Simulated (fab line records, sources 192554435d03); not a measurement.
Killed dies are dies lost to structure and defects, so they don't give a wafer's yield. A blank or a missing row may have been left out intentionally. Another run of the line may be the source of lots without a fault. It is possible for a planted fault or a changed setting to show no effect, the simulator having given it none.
A struck lot beside a sound one | flow n5-finfet | 14 out of 1938 route steps
Sound: wafers L945.2, L945.4, L945.6. Wafers L941.1, L941.3, L941.4 were the ones struck. Last of all comes the cause.
Order at every step that has rows: each side's tool, ch and its chambers, its first start. Under that, the readings that differ: sound wafers | struck wafers | difference of the means | sigmas: that difference in standard deviations of wafers without a fault.
alike: a reading whose means differ by less than 2 such deviations, as well as words and numbers matching on both sides. not compared: withheld readings; readings where some wafer has no value; bounds like >300 that might hide an equal value; numbers whose values overlap and for which the record gives no deviation.
Wherever a step has rows on one side only, a row that says differs or no value, or a row with sigmas, the two part there. Numbers that don't overlap but have no deviation are shown without sigmas and don't part them. A reading that every wafer of one side lacks parts them only if that side has two wafers or more.

N5_BEOL_M11_ETCH_62: etches SOC in N2/H2, target depth 110 nm, overetch 22 nm, time 165 s.
  sound on rie-diel-01 ch 1,2,3, day 15 11:17; struck on rie-diel-02 ch 0,1,2, day 14 05:51
  alike: drypump-motor-current-A, oes-product-au, rf-vpp-V, showerhead-plenum-p-Torr, throttle-valve-pct
  not compared: rf-hours-counter-h
then, 1 step without rows for these wafers: N5_BEOL_M11_STRIP_68 (strips in N2/H2).
N5_BEOL_M11_STRIP_67: strips in CF4.
  sound on rie-diel-01 ch 1,2,3, day 15 11:26; struck on rie-diel-02 ch 0,1,2, day 14 06:00
  alike: drypump-motor-current-A, oes-product-au, rf-vpp-V, showerhead-plenum-p-Torr, throttle-valve-pct
  not compared: rf-hours-counter-h
N5_BEOL_M11_HM_OPEN_17: chemistry Cl2/BCl3, target TiN, target depth 20 nm, overetch 6 nm.
  sound on rie-metal-02 ch 0,1, day 15 11:28; struck on rie-metal-01 ch 0,1, day 14 06:02
  reading                | sound             | struck            | difference | sigmas
  throttle-valve-pct (%) | 22.34 22.01 22.02 | 22.49 22.79 22.51 | +0.47      | +2
  alike: drypump-motor-current-A, oes-product-au
  not compared: rf-hours-counter-h
N5_BEOL_M11_STRIP_19: strips in O2.
  sound on rie-diel-02 ch 0,2,3, day 15 11:40; struck on rie-diel-01 ch 1,2,3, day 14 06:09
  alike: drypump-motor-current-A, oes-product-au, rf-vpp-V, showerhead-plenum-p-Torr, throttle-valve-pct
  not compared: rf-hours-counter-h
N5_BEOL_M11_CD_MEAS_18: pitch 140 nm, target cd 70 nm.
  struck on cd-sem-03, day 14 06:13; sound on cd-sem-03, day 15 11:44
  alike: cd-nm
then, 6 steps without rows for these wafers: N5_BEOL_M11_COAT_63 (time 60 s, resist thk 100 nm); N5_BEOL_M11_COAT_64 (time 60 s, resist thk 30 nm); N5_BEOL_M11_COAT_22 (resist thk 90 nm); N5_BEOL_M11_EBR_24; N5_BEOL_M11_SOFTBAKE_23 (time 60 s); N5_BEOL_M11_EXPOSE_25 (exposes mask V10).
N5_BEOL_M11_PEB_26: peb time 60 s.
  sound on litho-track-02 ch 0, day 15 13:22; struck on litho-track-02, day 14 08:14
  no value came back on the struck wafers for chill-plate-temp-C (C), exhaust-pa (Pa); on the sound wafers chill-plate-temp-C (C) reads 22.96 22.93 22.94
then, 1 step without rows for these wafers: N5_BEOL_M11_DEVELOP_27 (develop time 30 s).

== WHERE THEY PART ==
Last at N5_BEOL_M11_PEB_26 as far as this record goes, first at N5_BEOL_M11_HM_OPEN_17.

WHY: what the simulator had put in
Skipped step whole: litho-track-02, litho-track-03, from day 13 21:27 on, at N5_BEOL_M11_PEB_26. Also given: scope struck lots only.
